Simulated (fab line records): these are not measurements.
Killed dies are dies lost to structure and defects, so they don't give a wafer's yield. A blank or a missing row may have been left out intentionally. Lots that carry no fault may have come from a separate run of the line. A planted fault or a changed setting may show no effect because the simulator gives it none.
fab line records + flow n5_finfet
[record]
- lots = 14
- wafers = 42
- last_day = 18
route steps=1938 shown HKMG_FIN@407
lots that met no fault: taken from a fault-free run of the same line
start_h: the number of hours between the record's first day and the start of the first shown wafer of the lot + wait_h: hours elapsed since this lot's preceding step + " unchanged from the row above + L1.1+2: a single row standing in for several wafers + - no value present, or no start provided + * or withheld: withheld + < > ~ a bound
route shown NAME@n: NAME is a module with steps in the file, n the number in the route of the first one + usual: the fault-free wafers' mean and standard deviation + same: alike in all rows + chamber/n: place in a boat + sites: the reading at each site + _std_site: standard deviation of those values + _edge_site: mean of outer sites minus mean of inner sites + radius_mm: for every site, how far away it sits from the centre of the wafer + mask NAME#n: copy n + behind: tool/chamber where the wafer was last shaped + hold: cause of the lot's hold/its duration in hours/its outcome + device: transistor that didn't switch, given as n, p or np + end of line: the route-end tests of the same wafers + a step without rows: its recipe alone + killed: not the wafer's yield, but the dies lost to structure and defects at the first sort + map: per-die view of a wafer (x killed, . not killed, _ where there is no die)
set.NAME: setting as actually run; set.NAME@STEP: the setting as run at that earlier step + model.NAME: the simulator's own value behind a step, which no gauge read
a sample of lots followed through the steps of the route, with each step as a table and each wafer as a row
services: when a tool's chamber went out of use (start_h, in hours from the record's first day, below 0 if earlier), for how many hours, and the reason
[[steps]]
[step N5_HKMG_FIN_STRIP_93]
[recipe]
- chemistry = N2/H2
- material = SOC
- time_s = 20
- power_w = 500
- temp_c = 40
- pressure_mtorr = 50
- rf_frequency_hz = 6e+07
- bias_power_w = 8
- h2_frac = 0.5
- n2_flow_sccm = 300
- h2_flow_sccm = 300
[usual]
- drypump_motor_current_A = 5.8/0.46
- h2_flow_sccm = 300.0/0.92
- oes_product_au = 0.80/0.1
- rf_vpp_V = 54.3/0.77
- showerhead_plenum_p_Torr = 3.39/0.079
- throttle_valve_pct = 19.2/0.43
| lot.wafer | tool        | chamber | start_h | wait_h | drypump_motor_current_A | h2_flow_sccm | oes_product_au | rf_hours_counter_h | rf_vpp_V | showerhead_plenum_p_Torr | throttle_valve_pct |
|-----------|-------------|---------|---------|--------|-------------------------|--------------|----------------|--------------------|----------|--------------------------|--------------------|
| L661.2    | rie_diel-01 | 2       | 82.57   | 0.2    | 5.3                     | 299.9        | 0.74           | 203                | 56.2     | 3.34                     | 19.2               |
| L661.5    | "           | 2       | "       | "      | 5.3                     | 299.7        | 0.73           | -                  | 54.3     | 3.34                     | 19.2               |
| L661.6    | "           | 0       | "       | "      | 6.7                     | 300.1        | 0.71           | -                  | 54.3     | 3.47                     | 19.0               |
| L662.1    | rie_diel-01 | 2       | 86.96   | 0.2    | 5.3                     | 300.1        | 0.74           | 204                | 52.6     | 3.34                     | 19.2               |
| L662.4    | "           | 1       | "       | "      | 6.4                     | 297.8        | 0.92           | 34                 | 54.8     | 3.41                     | 18.3               |
| L662.6    | "           | 2       | "       | "      | 5.3                     | 300.0        | 0.73           | -                  | 54.7     | 3.34                     | 19.2               |
| L663.2    | rie_diel-06 | 0       | 94.64   | 0.2    | 5.2                     | 299.6        | 0.80           | 106                | 55.0     | 3.53                     | 19.3               |
| L663.5    | "           | 0       | "       | "      | 5.2                     | 298.9        | 0.81           | -                  | 55.6     | 3.53                     | 19.3               |
| L663.6    | "           | 1       | "       | "      | 6.1                     | 299.5        | 0.95           | -                  | 54.5     | 3.58                     | 18.5               |
| L664.1    | rie_diel-03 | 0       | 100.97  | 0.2    | 5.9                     | 300.6        | 0.67           | 251                | 55.0     | 3.43                     | 19.7               |
| L664.3    | "           | 1       | "       | "      | 6.0                     | 301.1        | 0.94           | 9                  | 54.6     | 3.30                     | 19.0               |
| L664.5    | "           | 0       | "       | "      | 5.9                     | 301.2        | 0.68           | -                  | 53.2     | 3.43                     | 19.7               |
| L665.1    | rie_diel-01 | 1       | 106.54  | 0.2    | 6.4                     | 299.6        | 0.91           | 41                 | 54.5     | 3.40                     | 18.3               |
| L665.2    | "           | 0       | "       | "      | 6.7                     | 300.3        | 0.70           | 229                | 54.4     | 3.47                     | 19.0               |
| L665.4    | "           | 3       | "       | "      | 5.5                     | 300.7        | 0.72           | 198                | 53.6     | 3.33                     | 19.6               |
| L668.2    | rie_diel-01 | 3       | 123.13  | 0.2    | 5.5                     | 300.5        | 0.72           | 203                | 54.8     | 3.33                     | 19.6               |
| L668.4    | "           | 1       | "       | "      | 6.4                     | 299.7        | 0.90           | 49                 | 55.6     | 3.40                     | 18.3               |
| L668.6    | "           | 1       | "       | "      | 6.4                     | 300.6        | 0.89           | -                  | 53.5     | 3.40                     | 18.3               |
| L670.3    | rie_diel-01 | 0       | 134.67  | 0.2    | 6.7                     | 298.5        | 0.69           | 239                | 53.7     | 3.46                     | 19.0               |
| L670.4    | "           | 1       | "       | "      | 6.5                     | 298.3        | 0.88           | 52                 | 56.0     | 3.40                     | 18.3               |
| L670.5    | "           | 2       | "       | "      | 5.3                     | 301.3        | 0.72           | -                  | 52.9     | 3.33                     | 19.2               |
| L673.3    | rie_diel-01 | 2       | 152.22  | 0.2    | 5.3                     | 299.8        | 0.72           | 227                | 54.8     | 3.32                     | 19.2               |
| L673.4    | "           | 3       | "       | "      | 5.5                     | 300.1        | 0.72           | 212                | 55.0     | 3.33                     | 19.6               |
| L673.6    | "           | 3       | "       | "      | 5.5                     | 299.5        | 0.71           | -                  | 53.8     | 3.33                     | 19.6               |
| L675.1    | rie_diel-06 | 2       | 168.08  | 0.2    | 5.6                     | 300.0        | 0.69           | 245                | 53.7     | 3.45                     | 19.8               |
| L675.2    | "           | 0       | "       | "      | 5.2                     | 300.6        | 0.79           | 130                | 54.8     | 3.52                     | 19.4               |
| L675.4    | "           | 1       | "       | "      | 6.1                     | 299.5        | 0.91           | 29                 | 54.5     | 3.57                     | 18.6               |
| L676.3    | rie_diel-03 | 0       | 170.63  | 0.2    | 5.9                     | 299.9        | 0.93           | 13                 | 53.8     | 3.42                     | 19.3               |
| L676.4    | "           | 3       | "       | "      | 5.7                     | 299.3        | 1.01           | 3                  | 54.3     | 3.30                     | 19.0               |
| L676.6    | "           | 3       | "       | "      | 5.7                     | 299.2        | 1.02           | -                  | 53.3     | 3.30                     | 19.0               |
| L677.1    | rie_diel-06 | 2       | 178.31  | 0.2    | 5.6                     | 300.3        | 0.69           | 248                | 55.8     | 3.45                     | 19.7               |
| L677.3    | "           | 1       | "       | "      | 6.1                     | 298.7        | 0.89           | 33                 | 53.2     | 3.57                     | 18.6               |
| L677.4    | "           | 3       | "       | "      | 5.7                     | 300.1        | 0.77           | 176                | 54.8     | 3.35                     | 19.8               |
| L680.1    | rie_diel-03 | 2       | 193.26  | 0.2    | 5.4                     | 301.4        | 0.88           | 33                 | 54.1     | 3.43                     | 19.0               |
| L680.4    | "           | 0       | "       | "      | 5.9                     | 298.4        | 0.90           | 21                 | 55.3     | 3.42                     | 19.3               |
| L680.6    | "           | 3       | "       | "      | 5.7                     | 302.0        | 0.97           | -                  | 53.2     | 3.29                     | 19.0               |
| L681.1    | rie_diel-01 | 0       | 198.69  | 0.2    | 6.8                     | 299.2        | 0.95           | 5                  | 54.0     | 3.45                     | 18.6               |
| L681.3    | "           | 3       | "       | "      | 5.5                     | 301.1        | 0.69           | 231                | 53.7     | 3.32                     | 19.6               |
| L681.4    | "           | 2       | "       | "      | 5.3                     | 300.5        | 0.71           | 246                | 54.2     | 3.31                     | 19.2               |
| L683.1    | rie_diel-01 | 0       | 209.72  | 0.2    | 6.7                     | 299.1        | 0.95           | 9                  | 54.1     | 3.45                     | 18.6               |
| L683.2    | "           | 3       | "       | "      | 5.5                     | 300.0        | 0.69           | 236                | 55.4     | 3.31                     | 19.6               |
| L683.6    | "           | 3       | "       | "      | 5.5                     | 299.9        | 0.69           | -                  | 52.9     | 3.31                     | 19.6               |
[step N5_HKMG_FIN_ALD_79]
[recipe]
- material = TiN
- target_thk_a = 15
- temp_c = 400
- ald_precursor_family = TiCl4
- ald_co_reactant = NH3
- pulse_time_s = 1
- purge_time_s = 3
- co_reactant_purge_time_s = 2
- co_reactant_pulse_time_s = 2
- ald_cycles = 68
- pressure_torr = 3
[usual]
- heater_power_w = 854/78
- precursor_pulse_height_rel = 1.000/0.017
| lot.wafer | tool         | chamber | start_h | wait_h | heater_power_w | precursor_pulse_height_rel |
|-----------|--------------|---------|---------|--------|----------------|----------------------------|
| L661.2    | ald_metal-03 | 1       | 83.21   | 0.0    | 1037           | 1.001                      |
| L661.5    | "            | 1       | "       | "      | 1049           | 0.986                      |
| L661.6    | "            | 2       | "       | "      | 729            | 1.004                      |
| L662.1    | ald_metal-01 | 1       | 87.60   | 0.0    | 904            | 1.028                      |
| L662.4    | "            | 0       | "       | "      | 773            | 0.983                      |
| L662.6    | "            | 2       | "       | "      | 833            | 1.003                      |
| L663.2    | ald_metal-03 | 1       | 95.28   | 0.0    | 1060           | 1.034                      |
| L663.5    | "            | 3       | "       | "      | 810            | 1.018                      |
| L663.6    | "            | 0       | "       | "      | 863            | 1.031                      |
| L664.1    | ald_metal-01 | 1       | 101.60  | 0.0    | 889            | 0.984                      |
| L664.3    | "            | 2       | "       | "      | 842            | 0.998                      |
| L664.5    | "            | 0       | "       | "      | 769            | 0.982                      |
| L665.1    | ald_metal-03 | 2       | 107.17  | 0.0    | 731            | 1.003                      |
| L665.2    | "            | 1       | "       | "      | 1064           | 1.016                      |
| L665.4    | "            | 3       | "       | "      | 814            | 1.002                      |
| L668.2    | ald_metal-03 | 3       | 123.80  | 0.0    | 823            | 1.000                      |
| L668.4    | "            | 1       | "       | "      | 1036           | 0.988                      |
| L668.6    | "            | 3       | "       | "      | 831            | 0.996                      |
| L670.3    | ald_metal-02 | 1       | 135.30  | 0.0    | 785            | 0.993                      |
| L670.4    | "            | 3       | "       | "      | 857            | 1.032                      |
| L670.5    | "            | 1       | "       | "      | 792            | 1.037                      |
| L673.3    | ald_metal-03 | 3       | 153.06  | 0.2    | 824            | 1.000                      |
| L673.4    | "            | 0       | "       | "      | 860            | 1.005                      |
| L673.6    | "            | 0       | "       | "      | 873            | 0.969                      |
| L675.1    | ald_metal-02 | 3       | 168.72  | 0.0    | 834            | 1.018                      |
| L675.2    | "            | 2       | "       | "      | 917            | 1.016                      |
| L675.4    | "            | 0       | "       | "      | 854            | 1.001                      |
| L676.3    | ald_metal-02 | 2       | 171.27  | 0.0    | 940            | 1.022                      |
| L676.4    | "            | 3       | "       | "      | 820            | 1.005                      |
| L676.6    | "            | 2       | "       | "      | 912            | 1.013                      |
| L677.1    | ald_metal-01 | 3       | 178.95  | 0.0    | 951            | 0.980                      |
| L677.3    | "            | 2       | "       | "      | 795            | 0.985                      |
| L677.4    | "            | 0       | "       | "      | 759            | 1.006                      |
| L680.1    | ald_metal-03 | 3       | 194.12  | 0.1    | 795            | 1.022                      |
| L680.4    | "            | 3       | "       | "      | 825            | 0.998                      |
| L680.6    | "            | 2       | "       | "      | 717            | 0.965                      |
| L681.1    | ald_metal-02 | 0       | 199.33  | 0.0    | 842            | 1.035                      |
| L681.3    | "            | 3       | "       | "      | 857            | 1.014                      |
| L681.4    | "            | 1       | "       | "      | 787            | 0.980                      |
| L683.1    | ald_metal-03 | 2       | 210.36  | 0.0    | 717            | 1.016                      |
| L683.2    | "            | 1       | "       | "      | 1018           | 0.990                      |
| L683.6    | "            | 0       | "       | "      | 884            | 1.009                      |
[step N5_HKMG_FIN_DEVELOP_11]
[recipe]
- develop_time_s = 30
- developer = TMAH
- resist = CAR-ArF
- dev_temp_c = 23
- rinse_liquid = diw
- dry = air_spin
[usual]
- chill_plate_temp_C = 23.00/0.12
- develop_time_s = 30/0
| lot.wafer | tool           | chamber | start_h | wait_h | chill_plate_temp_C | develop_time_s |
|-----------|----------------|---------|---------|--------|--------------------|----------------|
| L661.2    | litho_track-05 | 0       | 85.20   | -      | 23.18              | 30             |
| L661.5    | "              | 0       | "       | "      | 23.31              | 30             |
| L661.6    | "              | 0       | "       | "      | 23.17              | 30             |
| L662.1    | litho_track-05 | 0       | 89.34   | -      | 23.07              | 30             |
| L662.4    | "              | 0       | "       | "      | 23.03              | 30             |
| L662.6    | "              | 0       | "       | "      | 22.83              | 30             |
| L663.2    | litho_track-03 | 0       | 97.14   | -      | 22.86              | 30             |
| L663.5    | "              | 0       | "       | "      | 22.99              | 30             |
| L663.6    | "              | 0       | "       | "      | 23.03              | 30             |
| L664.1    | litho_track-05 | 0       | 103.46  | -      | 23.03              | 30             |
| L664.3    | "              | 0       | "       | "      | 23.06              | 30             |
| L664.5    | "              | 0       | "       | "      | 23.09              | 30             |
| L665.1    | litho_track-01 | 0       | 109.13  | -      | 22.82              | 30             |
| L665.2    | "              | 0       | "       | "      | 22.80              | 30             |
| L665.4    | "              | 0       | "       | "      | 22.70              | 30             |
| L668.2    | litho_track-03 | 0       | 125.53  | -      | 22.97              | 30             |
| L668.4    | "              | 0       | "       | "      | 23.00              | 30             |
| L668.6    | "              | 0       | "       | "      | 22.93              | 30             |
| L670.3    | litho_track-05 | 0       | 137.28  | -      | 22.91              | 30             |
| L670.4    | "              | 0       | "       | "      | 22.90              | 30             |
| L670.5    | "              | 0       | "       | "      | 23.07              | 30             |
| L673.3    | litho_track-03 | 0       | 155.48  | -      | 22.79              | 30             |
| L673.4    | "              | 0       | "       | "      | 22.84              | 30             |
| L673.6    | "              | 0       | "       | "      | 23.01              | 30             |
| L675.1    | litho_track-05 | -       | 170.58  | -      | -                  | -              |
| L675.2    | "              | -       | "       | "      | -                  | -              |
| L675.4    | "              | -       | "       | "      | -                  | -              |
| L676.3    | litho_track-03 | -       | 173.02  | -      | -                  | -              |
| L676.4    | "              | -       | "       | "      | -                  | -              |
| L676.6    | "              | -       | "       | "      | -                  | -              |
| L677.1    | litho_track-03 | 0       | 180.80  | -      | 23.29              | 30             |
| L677.3    | "              | 0       | "       | "      | 23.19              | 30             |
| L677.4    | "              | 0       | "       | "      | 23.07              | 30             |
| L680.1    | litho_track-01 | 0       | 196.07  | -      | 22.83              | 30             |
| L680.4    | "              | 0       | "       | "      | 22.91              | 30             |
| L680.6    | "              | 0       | "       | "      | 22.82              | 30             |
| L681.1    | litho_track-03 | 0       | 201.06  | -      | 23.10              | 30             |
| L681.3    | "              | 0       | "       | "      | 22.92              | 30             |
| L681.4    | "              | 0       | "       | "      | 22.94              | 30             |
| L683.1    | litho_track-05 | 0       | 212.22  | -      | 22.89              | 30             |
| L683.2    | "              | 0       | "       | "      | 22.90              | 30             |
| L683.6    | "              | 0       | "       | "      | 22.96              | 30             |
[step N5_HKMG_FIN_ETCH_32]
[recipe]
- chemistry = N2/H2
- target = SOC
- target_depth_a = 2400
- temp_c = 40
- time_s = 300
- ion_energy_ev = 200
- mask_material = SiARC
- pressure_mtorr = 30
- source_w = 840
- bias_w = 150
- n2_flow_sccm = 200
- h2_flow_sccm = 200
[usual]
- drypump_motor_current_A = 5.8/0.45
- h2_flow_sccm = 200.1/0.59
- oes_product_au = 0.81/0.098
- rf_vpp_V = 524.6/1.9
- showerhead_plenum_p_Torr = 2.57/0.068
- throttle_valve_pct = 17.89/0.29
| lot.wafer | tool        | chamber | start_h | wait_h | drypump_motor_current_A | h2_flow_sccm | oes_product_au | rf_hours_counter_h | rf_vpp_V | showerhead_plenum_p_Torr | throttle_valve_pct |
|-----------|-------------|---------|---------|--------|-------------------------|--------------|----------------|--------------------|----------|--------------------------|--------------------|
| L661.2    | rie_diel-01 | 0       | 85.43   | 0.0    | 6.7                     | 200.2        | 0.71           | 221                | 525.8    | 2.63                     | 18.04              |
| L661.5    | "           | 3       | "       | "      | 5.5                     | 198.9        | 0.73           | -                  | 524.1    | 2.53                     | 18.04              |
| L661.6    | "           | 0       | "       | "      | 6.7                     | 199.6        | 0.71           | -                  | 525.1    | 2.63                     | 18.07              |
| L662.1    | rie_diel-06 | 3       | 89.58   | 0.0    | 5.7                     | 200.5        | 0.79           | 145                | 523.9    | 2.55                     | 18.31              |
| L662.4    | "           | 0       | "       | "      | 5.2                     | 199.5        | 0.82           | 104                | 528.0    | 2.68                     | 17.94              |
| L662.6    | "           | 2       | "       | "      | 5.6                     | 201.0        | 0.71           | -                  | 526.3    | 2.63                     | 18.22              |
| L663.2    | rie_diel-01 | 1       | 97.37   | 0.0    | 6.5                     | 200.0        | 0.92           | 37                 | 526.5    | 2.58                     | 17.31              |
| L663.5    | "           | 3       | "       | "      | 5.5                     | 200.0        | 0.73           | -                  | 522.7    | 2.53                     | 18.05              |
| L663.6    | "           | 2       | "       | "      | 5.3                     | 200.6        | 0.73           | -                  | 523.5    | 2.52                     | 18.05              |
| L664.1    | rie_diel-01 | 0       | 103.70  | 0.0    | 6.7                     | 200.3        | 0.71           | 227                | 525.6    | 2.63                     | 18.06              |
| L664.3    | "           | 1       | "       | "      | 6.4                     | 200.2        | 0.92           | 40                 | 526.6    | 2.58                     | 17.32              |
| L664.5    | "           | 2       | "       | "      | 5.3                     | 199.5        | 0.73           | -                  | 523.7    | 2.52                     | 18.05              |
| L665.1    | rie_diel-06 | 0       | 109.36  | 0.0    | 5.1                     | 200.7        | 0.81           | 112                | 527.5    | 2.67                     | 17.94              |
| L665.2    | "           | 3       | "       | "      | 5.7                     | 199.4        | 0.79           | 153                | 524.1    | 2.55                     | 18.32              |
| L665.4    | "           | 1       | "       | "      | 6.0                     | 199.6        | 0.94           | 10                 | 526.8    | 2.72                     | 17.49              |
| L668.2    | rie_diel-03 | 3       | 126.19  | 0.0    | 5.8                     | 199.7        | 0.72           | 243                | 522.0    | 2.50                     | 17.91              |
| L668.4    | "           | 3       | "       | "      | 5.7                     | 198.5        | 0.72           | -                  | 523.0    | 2.50                     | 17.91              |
| L668.6    | "           | 1       | "       | "      | 6.0                     | 199.5        | 0.92           | -                  | 522.2    | 2.49                     | 17.75              |
| L670.3    | rie_diel-01 | 0       | 137.52  | 0.0    | 6.7                     | 200.0        | 0.68           | 240                | 525.5    | 2.62                     | 18.10              |
| L670.4    | "           | 3       | "       | "      | 5.5                     | 200.3        | 0.72           | 207                | 522.0    | 2.52                     | 18.07              |
| L670.5    | "           | 0       | "       | "      | 6.7                     | 199.7        | 0.70           | -                  | 527.1    | 2.62                     | 18.09              |
| L673.3    | rie_diel-01 | 1       | 155.71  | 0.0    | 6.4                     | 200.7        | 0.88           | 60                 | 524.9    | 2.57                     | 17.37              |
| L673.4    | "           | 0       | "       | "      | 6.7                     | 199.7        | 0.69           | 247                | 527.2    | 2.62                     | 18.12              |
| L673.6    | "           | 3       | "       | "      | 5.4                     | 200.9        | 0.71           | -                  | 523.5    | 2.52                     | 18.09              |
| L675.1    | rie_diel-03 | 3       | 170.82  | 0.0    | 5.7                     | 200.1        | 1.01           | 3                  | 523.2    | 2.49                     | 17.52              |
| L675.2    | "           | 1       | "       | "      | 6.0                     | 199.9        | 0.88           | 42                 | 521.8    | 2.48                     | 17.78              |
| L675.4    | "           | 2       | "       | "      | 5.4                     | 199.3        | 0.87           | 26                 | 524.9    | 2.60                     | 17.84              |
| L676.3    | rie_diel-03 | 1       | 173.26  | 0.0    | 6.0                     | 200.5        | 0.87           | 42                 | 522.9    | 2.48                     | 17.78              |
| L676.4    | "           | 0       | "       | "      | 5.9                     | 200.4        | 0.92           | 14                 | 524.9    | 2.59                     | 17.87              |
| L676.6    | "           | 0       | "       | "      | 5.9                     | 199.8        | 0.93           | -                  | 526.1    | 2.59                     | 17.88              |
| L677.1    | rie_diel-01 | 2       | 181.17  | 0.0    | 5.3                     | 200.3        | 0.70           | 239                | 523.2    | 2.51                     | 18.10              |
| L677.3    | "           | 3       | "       | "      | 5.5                     | 200.3        | 0.70           | 224                | 523.7    | 2.51                     | 18.11              |
| L677.4    | "           | 2       | "       | "      | 5.3                     | 200.6        | 0.70           | -                  | 523.2    | 2.51                     | 18.09              |
| L680.1    | rie_diel-06 | 1       | 196.31  | 0.0    | 6.1                     | 200.4        | 0.88           | 41                 | 529.1    | 2.70                     | 17.55              |
| L680.4    | "           | 0       | "       | "      | 5.1                     | 199.8        | 0.78           | -                  | 528.2    | 2.66                     | 18.00              |
| L680.6    | "           | 3       | "       | "      | 5.7                     | 200.6        | 0.76           | -                  | 522.7    | 2.54                     | 18.36              |
| L681.1    | rie_diel-01 | 3       | 201.30  | 0.0    | 5.4                     | 200.0        | 0.69           | 232                | 523.1    | 2.51                     | 18.11              |
| L681.3    | "           | 1       | "       | "      | 6.4                     | 199.9        | 0.85           | 79                 | 522.6    | 2.56                     | 17.40              |
| L681.4    | "           | 2       | "       | "      | 5.3                     | 201.6        | 0.70           | 247                | 524.1    | 2.51                     | 18.12              |
| L683.1    | rie_diel-03 | 1       | 212.45  | 0.0    | 6.0                     | 199.7        | 0.85           | 56                 | 522.7    | 2.47                     | 17.80              |
| L683.2    | "           | 0       | "       | "      | 5.9                     | 200.8        | 0.91           | 28                 | 524.8    | 2.58                     | 17.89              |
| L683.6    | "           | 1       | "       | "      | 6.0                     | 199.9        | 0.85           | -                  | 522.7    | 2.48                     | 17.80              |
[[services]]
| tool         | chamber | start_h | hours | kind                          |
|--------------|---------|---------|-------|-------------------------------|
| ald_metal-02 | -       | 62.43   | 1.0   | repair                        |
| ald_metal-01 | -       | 71.66   | 0.6   | repair                        |
| rie_diel-06  | 2       | 78.60   | 4.3   | repair                        |
| rie_diel-01  | 3       | 80.46   | 4.2   | repair                        |
| rie_diel-03  | 2       | 91.31   | 7.1   | repair                        |
| rie_diel-03  | 2       | 98.71   | -     | clean                         |
| ald_metal-02 | -       | 100.39  | 4.3   | pm                            |
| rie_diel-03  | -       | 111.30  | 2.4   | repair                        |
| rie_diel-06  | 1       | 132.23  | 6.0   | repair                        |
| rie_diel-06  | 0       | 133.63  | 5.5   | repair                        |
| rie_diel-06  | -       | 139.31  | 0.5   | repair                        |
| ald_metal-03 | 1       | 149.61  | 10.4  | repair                        |
| ald_metal-03 | 2       | 151.85  | 23.3  | repair                        |
| rie_diel-06  | 3       | 155.87  | 5.8   | repair                        |
| ald_metal-01 | -       | 164.03  | 1.2   | pm                            |
| rie_diel-01  | 0       | 167.59  | -     | clean                         |
| rie_diel-01  | 0       | 167.59  | -     | consumable_replace:focus_ring |
| rie_diel-01  | 0       | 167.59  | 20.5  | scheduled_down                |
| rie_diel-01  | 0       | 167.59  | 20.5  | vent_cycle                    |
| ald_metal-03 | 1       | 176.30  | 19.3  | repair                        |
| rie_diel-01  | 2       | 210.24  | -     | clean                         |
| rie_diel-01  | 2       | 210.24  | -     | consumable_replace:focus_ring |
| rie_diel-01  | 2       | 210.24  | 15.4  | scheduled_down                |
| rie_diel-01  | 2       | 210.24  | 15.4  | vent_cycle                    |
[[key]]
[first_sign]
- step = N5_HKMG_FIN_DEVELOP_11
- reading = tool_record
- direction = missing
effect none on later readings
met_at N5_HKMG_FIN_DEVELOP_11
struck_lots L675,L676
later_rows_left_out L675.1,L675.2,L675.4,L676.3,L676.4,L676.6
sort_left_out L675.1,L675.2,L675.4,L676.3,L676.4,L676.6
not_acting_at N5_HKMG_FIN_STRIP_93,N5_HKMG_FIN_ALD_79,N5_HKMG_FIN_ETCH_32
onset_between 155.48 170.58
[fault]
- kind = skipped_step_whole
- tool = litho_track-03,litho_track-05
- chamber = -
- onset_h = 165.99
- steps = N5_HKMG_FIN_DEVELOP_11
- scope = struck_lots_only
// sort_left_out: the simulated sort isn't trusted on such a fault, so these wafers' sort isn't shown, and their yield isn't known
// later_rows_left_out: the simulator's readings of these wafers behind a module that went badly wrong aren't trusted and aren't shown, but for the sort
